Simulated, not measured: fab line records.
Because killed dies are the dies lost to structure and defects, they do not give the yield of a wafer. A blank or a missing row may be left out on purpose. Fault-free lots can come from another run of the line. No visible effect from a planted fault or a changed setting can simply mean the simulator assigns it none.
Chamber matching    flow n5-finfet    N5_BEOL_M9_STRIP_19 on rie-diel-01 has 4 sister chambers
The step strips in O2. 8 wafers are shown with their chamber, then 10 later ones without.

== WAFERS WITH THEIR CHAMBER ==
wafer   chamber  drypump-motor-current-A (A)  showerhead-plenum-p-Torr (Torr)
L083.5  1        5.8                          2.14
L085.2  2        5.0                          2.04
L085.6  0        4.9                          2.12
L090.1  0        4.9                          2.11
L090.4  3        5.4                          1.98
L090.6  2        5.0                          2.04
L091.1  3        5.3                          1.98
L091.3  1        5.8                          2.13

== WAFERS WITHOUT THEIR CHAMBER ==
wafer   drypump-motor-current-A (A)  showerhead-plenum-p-Torr (Torr)
L091.4  5.0                          2.04
L089.1  5.8                          2.13
L089.4  5.3                          1.98
L089.6  5.8                          2.13
L094.2  5.3                          1.98
L094.3  5.8                          2.13
L094.5  5.3                          1.98
L097.2  4.9                          2.11
L097.3  5.8                          2.12
L097.6  5.0                          2.03

== THE CHAMBER EACH PASSED THROUGH ==
wafer   from the rows above  in truth
L091.4  2                    2
L089.1  1                    1
L089.4  3                    3
L089.6  1                    1
L094.2  3                    3
L094.3  1                    1
L094.5  3                    3
L097.2  0                    0
L097.3  1                    1
L097.6  2                    2
Correctly placed: 10 of 10. Can't be placed from these rows: 0. Wrongly placed: 0.
How it was worked out, from the rows above alone: a wafer's distance from a chamber is the root of the sum, over the readings, of the square of ((its reading less the chamber's mean) divided by the reading's scatter). If the next closest chamber is less than 2 further off than the closest, the wafer can't be placed; otherwise it belongs to the closest. A chamber's mean is the mean of its shown wafers. How the scatter is found: for the shown wafers, subtract from each reading the mean of its chamber, square and add these, divide the total by (wafers less chambers), then take the root.
